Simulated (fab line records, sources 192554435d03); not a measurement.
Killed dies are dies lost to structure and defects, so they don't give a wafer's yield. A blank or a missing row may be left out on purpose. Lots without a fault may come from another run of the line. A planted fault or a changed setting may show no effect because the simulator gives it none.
A struck lot beside a sound one | flow n5_finfet | 25 steps out of a route of 1938
Sound: wafers L609.2, L609.4, L609.6. Struck: wafers L597.1, L597.3, L597.5. The cause comes at the end.
At each step with rows: each side's tool, then ch and its chambers, then its first start. Under that, the readings that differ: sound wafers | struck wafers | difference of the means | sigmas: that difference in standard deviations of wafers without a fault.
alike: readings whose means differ by less than 2 such deviations, and words and numbers that are the same on both sides. not compared: withheld readings, readings that some wafer has no value for, bounds like >300 that may hide the same value, and numbers for which the record gives no deviation and whose values overlap.
The two part at a step that has a row with sigmas, a row that says differs or no value, or rows on one side only. Numbers that don't overlap but have no deviation are shown without sigmas and don't part them. A reading that every wafer of one side lacks parts them only if that side has two wafers or more.

first, 9 steps without rows for these wafers: N5_BEOL_M13_EBR_06; N5_BEOL_M13_SOFTBAKE_05 (time 60 s); N5_BEOL_M13_EXPOSE_07 (exposes mask V12); N5_BEOL_M13_PEB_08 (peb time 90 s); N5_BEOL_M13_DEVELOP_09 (develop time 45 s); N5_BEOL_M13_HARDBAKE_14 (time 120 s); N5_BEOL_M13_DESCUM_15 (chemistry O2, time 7.9 s); N5_BEOL_M13_ETCH_59 (etches BARC in N2/H2, target depth 89 nm, overetch 26.7 nm, time 67.9 s); N5_BEOL_M13_VIA_ETCH_16 (etches SiOC in C4F8/O2/Ar, target depth 921.7 nm).
N5_BEOL_M13_STRIP_63: strips in N2/H2.
  sound on plasma_asher-02 ch 0,1, day 16 17:19; struck on plasma_asher-01 ch 0,1, day 12 05:43
  alike: drypump_motor_current_A, heater_power_w, n2_flow_sccm, oes_product_au, strip_time_to_endpoint_s
  not compared: rf_hours_counter_h
then, 12 steps without rows for these wafers: N5_BEOL_M13_STRIP_64 (strips in N2/H2); N5_BEOL_M13_STRIP_71 (strips in post etch residue remover, time 60 s); N5_BEOL_M13_SRD_72 (time 30 s, dry time 30 s); N5_BEOL_M13_COAT_65 (time 60 s, resist thk 350 nm); N5_BEOL_M13_COAT_66 (time 60 s, resist thk 110 nm); N5_BEOL_M13_COAT_22 (resist thk 300 nm); N5_BEOL_M13_EBR_24; N5_BEOL_M13_SOFTBAKE_23 (time 60 s); N5_BEOL_M13_EXPOSE_25 (exposes mask M13, target cd 210 nm); N5_BEOL_M13_PEB_26 (peb time 90 s); N5_BEOL_M13_DEVELOP_27 (develop time 45 s); N5_BEOL_M13_HARDBAKE_32 (time 120 s).
N5_BEOL_M13_INSPECT_30: inspects for defects (macro).
  sound on defect_inspect-02, day 16 18:02; struck on defect_inspect-01, day 12 06:18
  reading          | sound | struck         | difference | sigmas
  raw_defect_count | 2 1 3 | >300 >300 >300 | differs    |
then, 1 step without rows for these wafers: N5_BEOL_M13_DESCUM_33 (chemistry O2, time 7.9 s).
N5_PASSIVATION_PROBE_49:
  the record has rows for the struck wafers here (prober-01, day 13 12:53) and none for the sound ones

WHERE THEY PART
First at N5_BEOL_M13_INSPECT_30; last, within this record, at N5_PASSIVATION_PROBE_49.

WHY: what the simulator had put in
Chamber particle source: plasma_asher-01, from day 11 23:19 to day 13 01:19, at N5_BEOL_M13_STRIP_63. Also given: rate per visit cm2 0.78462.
